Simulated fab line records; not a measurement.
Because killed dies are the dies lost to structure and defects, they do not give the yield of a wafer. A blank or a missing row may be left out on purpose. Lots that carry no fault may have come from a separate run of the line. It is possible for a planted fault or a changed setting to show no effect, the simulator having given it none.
fab line records	flow nand_harc
[record] lots = 24	wafers = 72	last_day = 24
route steps=1159 shown P_GATE@175 P_CONTACT@219 P_M1@306 P_M2@340 P_BONDPAD@352
lots that met no fault: taken from a fault-free run of the same line
start_h: the number of hours between the record's first day and the start of the first shown wafer of the lot	wait_h: time in hours since the lot's previous step	" as in the row above	L1.1+2: a single row standing in for several wafers	- value missing, or start not given	* or withheld: withheld	< > ~ a bound
route shown NAME@n: NAME is a module with steps in the file, n the number in the route of the first one	usual: mean and standard deviation over wafers with no fault	same: alike in all rows	chamber/n: place in a boat	sites: readings site by site	_std_site: standard deviation of those values	_edge_site: inner sites' mean taken away from outer sites' mean	radius_mm: how far each site lies from the wafer's centre	mask NAME#n: copy n	behind: the most recent tool/chamber to have shaped the wafer	hold: the reason the lot was held/the length of the hold in hours/how it ended	device: names the non-switching transistor (n, p or np)	end of line: the route-end tests of the same wafers	a step with no rows: only its recipe	killed: at the first sort, the dies lost to defects and structure; wafer yield is something else	map: per-die view of a wafer (x killed, . not killed, _ where there is no die)
set.NAME: the run value of the setting; set.NAME@STEP: its run value at that earlier step	model.NAME: the simulator's own value behind a step, which no gauge read
the route's steps for a sample of lots (tables are steps, rows are wafers)
services: a tool's chamber out of use, with start hour (start_h, from the record's first day; less than 0 if before it), hours out, and reason
[[steps]]
[step NHARC_P_GATE_STRIP_75]
[recipe] power_w = 1500	temp_c = 250	chemistry = O2
[usual] drypump_motor_current_A = 5.9/0.38	heater_power_w = 320/19
lot.wafer	tool	chamber	start_h	wait_h	drypump_motor_current_A	heater_power_w	rf_hours_counter_h
L074.1	plasma_asher-02	0	106.74	0.3	5.4	330	30
L074.6	"	0	"	"	5.4	348	-
L074.5	"	1	"	"	6.0	319	-
L075.2	plasma_asher-02	1	108.09	0.2	6.0	323	32
L075.3	"	1	"	"	6.0	309	-
L075.4	"	0	"	"	5.4	338	-
L076.1	plasma_asher-01	0	111.29	0.2	6.5	297	2
L076.2	"	1	"	"	5.8	318	2
L076.4	"	0	"	"	6.4	298	-
L077.2	plasma_asher-01	0	124.65	0.3	6.5	300	5
L077.3	"	1	"	"	5.8	346	-
L077.5	"	1	"	"	5.8	322	-
L078.3	plasma_asher-02	0	125.08	0.1	5.4	332	-
L078.6	"	1	"	"	6.0	312	-
L078.5	"	0	"	"	5.4	336	-
L079.2	plasma_asher-01	1	127.72	0.2	5.8	329	7
L079.3	"	0	"	"	6.5	303	-
L079.6	"	1	"	"	5.9	330	-
L080.2	plasma_asher-02	0	141.52	0.2	5.4	336	41
L080.1	"	1	"	"	6.0	317	41
L080.6	"	1	"	"	6.0	316	-
L081.2	plasma_asher-02	0	143.50	0.3	5.4	340	42
L081.3	"	0	"	"	5.4	336	-
L081.5	"	1	"	"	6.1	313	-
L082.4	plasma_asher-02	1	147.84	0.2	6.1	310	-
L082.3	"	0	"	"	5.4	344	-
L082.6	"	0	"	"	5.4	349	-
L083.2	plasma_asher-02	0	157.90	0.2	5.4	341	48
L083.5	"	1	"	"	6.0	308	-
L083.6	"	0	"	"	5.4	339	-
L084.1	plasma_asher-02	1	162.74	0.2	6.0	315	50
L084.4	"	0	"	"	5.4	337	-
L084.5	"	0	"	"	5.4	342	-
L087.2	plasma_asher-02	1	176.46	0.3	6.0	314	55
L087.4	"	1	"	"	6.0	312	-
L087.3	"	0	"	"	5.4	338	-
L085.2	plasma_asher-01	1	177.42	0.2	5.8	326	22
L085.3	"	0	"	"	6.5	295	-
L085.6	"	0	"	"	6.5	307	-
L086.3	plasma_asher-02	0	179.06	0.2	5.4	337	-
L086.4	"	1	"	"	6.0	315	-
L086.5	"	1	"	"	6.0	315	-
L088.1	plasma_asher-01	1	183.80	0.2	5.9	328	25
L088.4	"	1	"	"	5.9	321	-
L088.5	"	0	"	"	6.5	290	-
L089.2	plasma_asher-01	1	194.91	0.2	5.9	326	30
L089.3	"	1	"	"	5.9	329	-
L089.6	"	1	"	"	5.9	319	-
L090.1	plasma_asher-01	0	195.58	0.2	6.5	293	30
L090.3	"	1	"	"	5.9	325	-
L090.5	"	0	"	"	6.5	296	-
L091.2	plasma_asher-01	0	204.31	0.2	6.4	287	33
L091.3	"	0	"	"	6.5	302	-
L091.4	"	1	"	"	5.9	325	-
L092.2	plasma_asher-02	0	211.10	0.3	5.4	351	7
L092.1	"	1	"	"	6.1	305	7
L092.4	"	1	"	"	6.1	293	-
L093.1	plasma_asher-01	0	214.21	0.3	6.5	298	36
L093.5	"	0	"	"	6.5	294	-
L093.6	"	1	"	"	5.9	318	-
L094.1	plasma_asher-01	0	214.59	0.2	6.4	296	37
L094.4	"	0	"	"	6.5	289	-
L094.6	"	0	"	"	6.5	299	-
L095.2	plasma_asher-02	0	232.60	0.2	5.4	360	12
L095.3	"	1	"	"	6.1	295	-
L095.6	"	1	"	"	6.0	304	-
L097.2	plasma_asher-01	0	242.11	0.2	6.5	292	45
L097.3	"	1	"	"	5.8	325	-
L097.5	"	0	"	"	6.5	301	-
L096.4	plasma_asher-02	1	242.98	0.2	6.0	307	-
L096.3	"	0	"	"	5.4	348	-
L096.6	"	0	"	"	5.4	354	-
[step NHARC_P_CONTACT_CMP_01]
[recipe] target_thk_nm = 200	material = SiO2
[usual] motor_current_A = 12.2/1
lot.wafer	tool	chamber	start_h	wait_h	motor_current_A
L074.1	cmp-02	1	113.57	0.6	11.2
L074.6	"	2	"	"	12.8
L074.5	"	3	"	"	13.1
L075.2	cmp-04	1	114.93	0.5	12.9
L075.4	"	2	"	"	11.3
L075.3	"	3	"	"	11.3
L076.1	cmp-02	2	117.86	-	12.5
L076.4	"	3	"	"	13.5
L076.2	"	0	"	"	11.7
L077.2	cmp-03	0	131.27	-	13.4
L077.3	"	1	"	"	10.6
L077.5	"	0	"	"	14.3
L078.3	cmp-04	0	131.60	-	12.4
L078.5	"	2	"	"	11.1
L078.6	"	3	"	"	11.4
L079.2	cmp-03	2	134.73	-	14.1
L079.3	"	1	"	"	11.1
L079.6	"	2	"	"	14.7
L080.1	cmp-04	0	147.95	-	12.4
L080.2	"	3	"	"	11.0
L080.6	"	1	"	"	13.2
L081.3	cmp-03	3	150.32	-	12.3
L081.2	"	0	"	"	13.9
L081.5	"	3	"	"	11.3
L082.3	cmp-04	3	154.56	-	11.0
L082.4	"	2	"	"	11.5
L082.6	"	0	"	"	12.8
L083.2	cmp-04	3	165.54	-	10.4
L083.6	"	0	"	"	12.4
L083.5	"	1	"	"	13.0
L084.4	cmp-04	0	169.68	-	12.5
L084.1	"	1	"	"	13.0
L084.5	"	2	"	"	11.5
L087.4	cmp-04	2	183.40	-	10.9
L087.3	"	3	"	"	10.6
L087.2	"	1	"	"	13.4
L085.2	cmp-04	2	184.16	-	11.5
L085.3	"	3	"	"	10.4
L085.6	"	1	"	"	13.5
L086.3	cmp-03	1	185.56	-	11.1
L086.4	"	2	"	"	14.8
L086.5	"	0	"	"	13.0
L088.4	cmp-02	0	190.21	-	12.3
L088.1	"	1	"	"	11.1
L088.5	"	0	"	"	12.1
L089.3	cmp-04	1	201.49	-	13.2
L089.2	"	3	"	"	10.6
L089.6	"	1	"	"	12.6
L090.3	cmp-02	3	202.56	-	12.8
L090.1	"	0	"	"	11.6
L090.5	"	0	"	"	11.8
L091.3	cmp-02	1	211.34	-	10.8
L091.2	"	2	"	"	12.1
L091.4	"	3	"	"	13.1
L092.2	cmp-02	0	217.98	-	12.4
L092.1	"	1	"	"	11.6
L092.4	"	3	"	"	13.5
L093.1	cmp-04	3	220.69	-	10.8
L093.5	"	1	"	"	13.9
L093.6	"	2	"	"	12.2
L094.1	cmp-02	1	221.07	-	11.4
L094.4	"	3	"	"	13.0
L094.6	"	1	"	"	11.0
L095.2	cmp-02	2	238.99	-	13.1
L095.3	"	0	"	"	12.4
L095.6	"	1	"	"	12.0
L097.2	cmp-04	1	248.72	-	13.3
L097.3	"	3	"	"	10.6
L097.5	"	0	"	"	13.0
L096.4	cmp-04	0	250.15	-	12.7
L096.3	"	2	"	"	11.4
L096.6	"	1	"	"	12.9
[step NHARC_P_M1_PRE_CLEAN_30]
[recipe] time_s = 30	temp_c = 280	gas = H2/He
[usual] heater_power_w = 395/31
lot.wafer	tool	chamber	start_h	wait_h	heater_power_w
L074.1	pvd_sputter-03	-	-	-	384
L074.5	"	-	"	"	373
L074.6	"	-	"	"	442
L075.4	pvd_sputter-02	-	-	-	363
L075.3	"	-	"	"	382
L075.2	"	-	"	"	361
L076.1	pvd_sputter-02	-	-	-	363
L076.4	"	-	"	"	400
L076.2	"	-	"	"	358
L077.2	pvd_sputter-02	-	-	-	349
L077.3	"	-	"	"	373
L077.5	"	-	"	"	367
L078.3	pvd_sputter-02	-	-	-	381
L078.6	"	-	"	"	364
L078.5	"	-	"	"	372
L079.2	pvd_sputter-02	-	-	-	362
L079.3	"	-	"	"	346
L079.6	"	-	"	"	358
L080.2	pvd_sputter-02	-	-	-	413
L080.1	"	-	"	"	372
L080.6	"	-	"	"	352
L081.3	pvd_sputter-02	-	-	-	407
L081.2	"	-	"	"	358
L081.5	"	-	"	"	355
L082.3	pvd_sputter-02	-	-	-	363
L082.4	"	-	"	"	363
L082.6	"	-	"	"	358
L083.2	pvd_sputter-03	-	-	-	376
L083.5	"	-	"	"	429
L083.6	"	-	"	"	391
L084.4	pvd_sputter-01	-	-	-	427
L084.1	"	-	"	"	403
L084.5	"	-	"	"	422
L087.3	pvd_sputter-03	-	-	-	372
L087.4	"	-	"	"	442
L087.2	"	-	"	"	385
L085.2	pvd_sputter-01	-	-	-	437
L085.3	"	-	"	"	403
L085.6	"	-	"	"	433
L086.4	pvd_sputter-02	-	-	-	409
L086.3	"	-	"	"	358
L086.5	"	-	"	"	414
L088.4	pvd_sputter-01	-	-	-	401
L088.1	"	-	"	"	358
L088.5	"	-	"	"	416
L089.3	pvd_sputter-01	-	-	-	357
L089.2	"	-	"	"	432
L089.6	"	-	"	"	359
L090.3	pvd_sputter-01	-	-	-	356
L090.1	"	-	"	"	435
L090.5	"	-	"	"	429
L091.2	pvd_sputter-01	-	-	-	345
L091.3	"	-	"	"	425
L091.4	"	-	"	"	405
L092.4	pvd_sputter-01	-	-	-	420
L092.1	"	-	"	"	407
L092.2	"	-	"	"	422
L093.1	pvd_sputter-03	-	-	-	432
L093.6	"	-	"	"	432
L093.5	"	-	"	"	442
L094.4	pvd_sputter-01	-	-	-	408
L094.1	"	-	"	"	344
L094.6	"	-	"	"	413
L095.2	pvd_sputter-01	-	-	-	423
L095.3	"	-	"	"	349
L095.6	"	-	"	"	427
L097.2	pvd_sputter-01	-	-	-	422
L097.3	"	-	"	"	432
L097.5	"	-	"	"	401
L096.4	pvd_sputter-01	-	-	-	355
L096.3	"	-	"	"	435
L096.6	"	-	"	"	438
[step NHARC_P_M1_INSPECT_27]
[usual] raw_defect_count = 285/91
lot.wafer	tool	chamber	start_h	wait_h	raw_defect_count
L074.1	defect_inspect-02	-	129.84	0.0	315
L074.5	"	-	"	"	428
L074.6	"	-	"	"	514
L075.2	defect_inspect-01	-	131.23	0.0	275
L075.3	"	-	"	"	381
L075.4	"	-	"	"	250
L076.1	defect_inspect-01	-	132.45	0.0	288
L076.2	"	-	"	"	185
L076.4	"	-	"	"	205
L077.2	defect_inspect-01	-	145.10	0.0	191
L077.3	"	-	"	"	247
L077.5	"	-	"	"	201
L078.3	defect_inspect-01	-	145.43	0.0	306
L078.5	"	-	"	"	365
L078.6	"	-	"	"	316
L079.2	defect_inspect-01	-	146.86	0.0	209
L079.3	"	-	"	"	265
L079.6	"	-	"	"	165
L080.1	defect_inspect-02	-	160.17	0.0	313
L080.2	"	-	"	"	250
L080.6	"	-	"	"	174
L081.2	defect_inspect-02	-	164.90	0.0	286
L081.3	"	-	"	"	304
L081.5	"	-	"	"	245
L082.3	defect_inspect-02	-	166.98	0.0	773
L082.4	"	-	"	"	243
L082.6	"	-	"	"	351
L083.2	defect_inspect-01	-	179.84	0.0	333
L083.5	"	-	"	"	258
L083.6	"	-	"	"	341
L084.1	defect_inspect-02	-	181.21	0.0	360
L084.4	"	-	"	"	477
L084.5	"	-	"	"	339
L087.2	defect_inspect-01	-	198.23	0.0	396
L087.3	"	-	"	"	202
L087.4	"	-	"	"	263
L085.2	defect_inspect-01	-	198.97	0.1	278
L085.3	"	-	"	"	278
L085.6	"	-	"	"	254
L086.3	defect_inspect-02	-	199.01	0.0	183
L086.4	"	-	"	"	264
L086.5	"	-	"	"	234
L088.1	defect_inspect-01	-	202.03	0.0	257
L088.4	"	-	"	"	444
L088.5	"	-	"	"	205
L089.2	defect_inspect-01	-	219.82	0.0	140
L089.3	"	-	"	"	273
L089.6	"	-	"	"	224
L090.1	defect_inspect-02	-	224.66	0.0	189
L090.3	"	-	"	"	280
L090.5	"	-	"	"	236
L091.2	defect_inspect-01	-	227.09	0.0	404
L091.3	"	-	"	"	348
L091.4	"	-	"	"	360
L092.1	defect_inspect-01	-	233.68	0.0	261
L092.2	"	-	"	"	394
L092.4	"	-	"	"	209
L093.1	defect_inspect-02	-	234.30	0.0	314
L093.5	"	-	"	"	322
L093.6	"	-	"	"	368
L094.1	defect_inspect-02	-	234.63	0.0	246
L094.4	"	-	"	"	336
L094.6	"	-	"	"	366
L095.2	defect_inspect-02	-	250.71	0.0	302
L095.3	"	-	"	"	260
L095.6	"	-	"	"	290
L097.2	defect_inspect-02	-	260.36	0.0	506
L097.3	"	-	"	"	339
L097.5	"	-	"	"	276
L096.3	defect_inspect-01	-	262.43	0.0	217
L096.4	"	-	"	"	369
L096.6	"	-	"	"	174
[step NHARC_P_M2_PVD_20]
[recipe] target_thk_a = 50	bias_v = 168.6	power_w = 15000	chamber_pressure_pa = 0.12	time_s = 8.06	substrate_temp_c = 50	material = TaN
[usual] bias_v = 168.5/1.7	substrate_temp_c = 50.01/0.1	throttle_valve_pct = 30.0/0.88
lot.wafer	tool	chamber	start_h	wait_h	bias_v	substrate_temp_c	throttle_valve_pct
L074.1	pvd_sputter-02	-	-	-	168.1	50.07	30.6
L074.5	"	-	"	"	168.4	49.87	30.7
L074.6	"	-	"	"	167.9	49.97	30.2
L075.3	pvd_sputter-03	-	-	-	165.8	50.00	30.8
L075.4	"	-	"	"	167.1	49.84	30.4
L075.2	"	-	"	"	166.8	50.07	29.2
L076.1	pvd_sputter-03	-	-	-	169.7	50.02	29.3
L076.4	"	-	"	"	167.9	50.04	31.0
L076.2	"	-	"	"	171.5	50.06	29.1
L077.2	pvd_sputter-02	-	-	-	169.4	50.01	30.5
L077.3	"	-	"	"	166.1	49.86	31.3
L077.5	"	-	"	"	170.0	50.16	30.0
L078.3	pvd_sputter-02	-	-	-	165.5	50.13	28.5
L078.6	"	-	"	"	166.8	50.20	31.1
L078.5	"	-	"	"	165.7	49.94	28.8
L079.3	pvd_sputter-02	-	-	-	171.2	49.87	28.8
L079.2	"	-	"	"	171.3	49.85	30.3
L079.6	"	-	"	"	169.4	50.08	31.3
L080.2	pvd_sputter-02	-	-	-	169.3	50.22	30.0
L080.1	"	-	"	"	168.3	49.77	31.3
L080.6	"	-	"	"	170.2	50.06	30.4
L081.2	pvd_sputter-02	-	-	-	166.8	50.01	31.0
L081.3	"	-	"	"	167.2	50.09	29.0
L081.5	"	-	"	"	170.8	50.23	30.2
L082.4	pvd_sputter-03	-	-	-	173.0	49.77	31.0
L082.3	"	-	"	"	171.7	50.16	30.3
L082.6	"	-	"	"	170.1	50.09	31.1
L083.2	pvd_sputter-02	-	-	-	172.4	50.06	30.8
L083.6	"	-	"	"	168.5	50.10	28.8
L083.5	"	-	"	"	169.0	49.98	30.7
L084.4	pvd_sputter-02	-	-	-	170.7	49.85	28.9
L084.1	"	-	"	"	169.6	50.19	30.9
L084.5	"	-	"	"	167.4	49.88	30.7
L087.3	pvd_sputter-02	-	-	-	169.6	49.92	30.7
L087.4	"	-	"	"	169.9	49.96	30.0
L087.2	"	-	"	"	167.6	49.93	31.1
L085.3	pvd_sputter-02	-	-	-	168.4	50.08	29.8
L085.2	"	-	"	"	168.3	49.84	31.3
L085.6	"	-	"	"	167.8	49.93	31.1
L086.4	pvd_sputter-01	-	-	-	171.2	50.03	29.0
L086.3	"	-	"	"	168.3	49.86	30.4
L086.5	"	-	"	"	169.3	50.08	28.7
L088.1	pvd_sputter-01	-	-	-	168.2	49.96	28.9
L088.4	"	-	"	"	168.1	49.90	31.4
L088.5	"	-	"	"	169.2	49.99	28.9
L089.3	pvd_sputter-01	-	-	-	167.6	50.03	29.5
L089.2	"	-	"	"	167.5	49.82	30.5
L089.6	"	-	"	"	168.4	49.96	29.2
L090.3	pvd_sputter-01	-	-	-	168.0	50.02	30.5
L090.1	"	-	"	"	167.9	50.19	29.4
L090.5	"	-	"	"	169.8	49.91	28.8
L091.4	pvd_sputter-02	-	-	-	167.8	50.03	28.9
L091.3	"	-	"	"	169.2	50.02	29.8
L091.2	"	-	"	"	168.8	50.17	30.9
L092.2	pvd_sputter-02	-	-	-	166.4	50.08	29.7
L092.1	"	-	"	"	167.2	49.97	28.4
L092.4	"	-	"	"	171.8	50.04	29.0
L093.1	pvd_sputter-01	-	-	-	170.6	50.07	28.6
L093.6	"	-	"	"	171.1	50.12	28.6
L093.5	"	-	"	"	170.1	50.04	30.4
L094.1	pvd_sputter-01	-	-	-	168.2	50.00	29.2
L094.4	"	-	"	"	169.9	49.98	30.5
L094.6	"	-	"	"	170.5	50.08	30.6
L095.2	pvd_sputter-03	-	-	-	171.6	49.98	29.4
L095.3	"	-	"	"	167.4	50.04	29.5
L095.6	"	-	"	"	169.3	50.17	31.1
L097.2	pvd_sputter-03	-	-	-	166.1	50.12	29.4
L097.3	"	-	"	"	168.2	49.94	30.8
L097.5	"	-	"	"	169.8	50.17	29.4
L096.3	pvd_sputter-02	-	-	-	170.4	49.83	30.0
L096.4	"	-	"	"	166.3	50.09	29.1
L096.6	"	-	"	"	169.1	50.12	28.7
[step NHARC_P_BONDPAD_CMP_32]
[recipe] target_thk_nm = 200	material = SiCN
[usual] motor_current_A = 12.2/1.1
lot.wafer	tool	chamber	start_h	wait_h	motor_current_A
L074.1	cmp-03	0	135.47	-	13.3
L074.5	"	1	"	"	10.8
L074.6	"	2	"	"	14.2
L075.4	cmp-03	2	136.70	0.4	14.2
L075.3	"	0	"	"	14.4
L075.2	"	1	"	"	10.8
L076.4	cmp-03	3	138.05	0.3	11.4
L076.2	"	0	"	"	12.9
L076.1	"	2	"	"	14.9
L077.2	cmp-04	3	150.64	-	10.6
L077.3	"	0	"	"	12.3
L077.5	"	3	"	"	10.7
L078.3	cmp-02	3	150.99	-	12.2
L078.5	"	2	"	"	12.4
L078.6	"	3	"	"	12.8
L079.2	cmp-02	0	151.99	-	12.4
L079.3	"	1	"	"	11.2
L079.6	"	0	"	"	12.4
L080.1	cmp-03	0	166.26	-	13.3
L080.2	"	2	"	"	14.7
L080.6	"	0	"	"	13.2
L081.2	cmp-04	1	170.29	-	12.7
L081.3	"	2	"	"	11.0
L081.5	"	3	"	"	11.2
L082.3	cmp-04	2	172.26	-	11.7
L082.4	"	0	"	"	12.7
L082.6	"	2	"	"	11.2
L083.2	cmp-04	2	185.11	-	11.0
L083.5	"	1	"	"	13.2
L083.6	"	2	"	"	11.6
L084.4	cmp-02	2	186.48	-	12.5
L084.1	"	3	"	"	13.5
L084.5	"	2	"	"	13.2
L087.3	cmp-03	0	203.28	-	13.5
L087.2	"	2	"	"	14.4
L087.4	"	3	"	"	11.5
L085.3	cmp-03	3	204.12	-	11.9
L085.2	"	0	"	"	13.4
L085.6	"	2	"	"	15.1
L086.3	cmp-02	2	204.14	-	13.4
L086.4	"	1	"	"	11.9
L086.5	"	2	"	"	13.2
L088.4	cmp-02	0	207.05	-	12.2
L088.1	"	2	"	"	12.3
L088.5	"	0	"	"	12.1
L089.2	cmp-04	2	225.01	-	11.5
L089.3	"	3	"	"	11.0
L089.6	"	3	"	"	10.9
L090.1	cmp-02	3	230.14	-	12.6
L090.3	"	0	"	"	12.0
L090.5	"	3	"	"	13.7
L091.4	cmp-03	1	232.26	-	10.7
L091.2	"	2	"	"	14.4
L091.3	"	0	"	"	14.7
L092.1	cmp-04	2	238.95	-	11.0
L092.4	"	0	"	"	12.0
L092.2	"	1	"	"	13.8
L093.1	cmp-02	0	239.49	-	12.4
L093.5	"	3	"	"	12.7
L093.6	"	0	"	"	12.1
L094.4	cmp-02	1	239.83	-	11.2
L094.1	"	3	"	"	13.3
L094.6	"	1	"	"	11.0
L095.3	cmp-02	2	255.93	-	12.4
L095.2	"	3	"	"	13.2
L095.6	"	2	"	"	12.8
L097.3	cmp-02	1	265.52	-	11.5
L097.2	"	2	"	"	11.7
L097.5	"	0	"	"	12.4
L096.3	cmp-02	2	267.58	-	12.6
L096.4	"	3	"	"	13.3
L096.6	"	1	"	"	11.3
[[services]]
tool	chamber	start_h	hours	kind
pvd_sputter-03	-	89.56	5.0	repair
plasma_asher-01	-	99.17	9.0	pm
pvd_sputter-03	-	102.02	10.0	pm
cmp-04	-	105.01	4.0	pm
cmp-02	-	107.81	0.3	repair
cmp-02	-	110.71	1.6	repair
pvd_sputter-03	-	136.77	1.8	repair
cmp-03	-	156.11	4.0	pm
pvd_sputter-01	-	158.00	10.0	pm
cmp-03	-	171.35	2.6	repair
cmp-02	-	173.01	4.0	pm
plasma_asher-01	-	175.15	1.9	repair
plasma_asher-02	-	183.07	9.0	pm
cmp-04	-	198.58	2.2	repair
cmp-04	-	202.03	1.2	repair
cmp-02	-	204.55	1.7	repair
pvd_sputter-02	-	206.51	0.8	repair
plasma_asher-02	-	213.92	3.0	repair
pvd_sputter-02	-	214.01	10.0	pm
cmp-03	-	216.21	0.3	repair
cmp-03	-	223.91	0.5	repair
cmp-04	-	225.27	1.4	repair
cmp-03	-	238.10	1.6	repair
cmp-03	-	253.79	0.4	repair
[[key]]
fault none
